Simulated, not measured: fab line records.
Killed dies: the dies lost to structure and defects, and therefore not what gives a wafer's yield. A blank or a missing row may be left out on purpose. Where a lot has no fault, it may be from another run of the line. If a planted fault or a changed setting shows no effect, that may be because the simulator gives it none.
Which tool did it?	flow n5Finfet	33 wafers from 11 lots sampled at 2 of the route's 1938 steps

== WHAT THE GAUGES SHOWED, per wafer ==
N5_MIM_TOP_LITHO_OVL_MEAS_11.
lot	measured	on	MIM_TOP_OVL (nm)
L166	day 14 12:23	overlay-01	4 -1 0
L170	day 16 16:01	overlay-01	1 1 -4
L174	day 16 17:03	overlay-01	5 -3 6
L176	day 17 03:49	overlay-01	-3 -8 1
L180	day 18 02:41	overlay-01	5 8 7
L182	day 18 17:29	overlay-01	-3 8 6
L181	day 19 05:43	overlay-02	-11 -13 -14
L184	day 19 08:43	overlay-01	-1 3 -4
L183	day 19 23:32	overlay-01	-13 -9 -9
L187	day 20 11:28	overlay-02	-6 -7 -7
L186	day 21 18:28	overlay-01	-7 0 -6

== EACH LOT AND THE TOOL THAT RAN IT (in order: tool; ch and the chambers of the sampled wafers; start) ==
lot	N5_BEOL_M15_DEP_53
L166	pecvd-03 ch 1,2, day 14 06:50
L170	pecvd-03 ch 1,2, day 16 08:02
L174	pecvd-04 ch 0,1, day 16 13:46
L176	pecvd-03 ch 0,1,2, day 16 22:44
L180	pecvd-01 ch 0,1, day 17 22:49
L182	pecvd-03 ch 0,1, day 18 12:57
L181	pecvd-03 ch 0,1,2, day 19 00:57
L184	pecvd-03 ch 0,1,2, day 19 05:26
L183	pecvd-01 ch 1,2, day 19 21:03
L187	pecvd-03 ch 0,1, day 20 07:19
L186	pecvd-04 ch 1,2, day 21 13:26
- N5_BEOL_M15_DEP_53: deposits SiCN from 3MS/NH3, target thk 50 nm, time 17.8 s.

== THE ANSWER, worked out from the rows above alone ==
Rule: what is usual is taken from the lots themselves. The widest of any qualifying gaps counts: lots, ordered by their means at a reading, are off when they make up no more than a third of the lots, leave a main group of 4 or more, and stand apart from it by 3 or more times the standard deviation of that group's means. Not used: any main group whose means are identical at the precision the tables above print for the reading. Also off: a lot with no number at a reading for which 4 or more lots have one. The other lots that the step has rows for count as sound.
No lot is off at any reading shown: from this, nothing can be told.

== WHAT WAS PUT IN BY THE SIMULATOR ==
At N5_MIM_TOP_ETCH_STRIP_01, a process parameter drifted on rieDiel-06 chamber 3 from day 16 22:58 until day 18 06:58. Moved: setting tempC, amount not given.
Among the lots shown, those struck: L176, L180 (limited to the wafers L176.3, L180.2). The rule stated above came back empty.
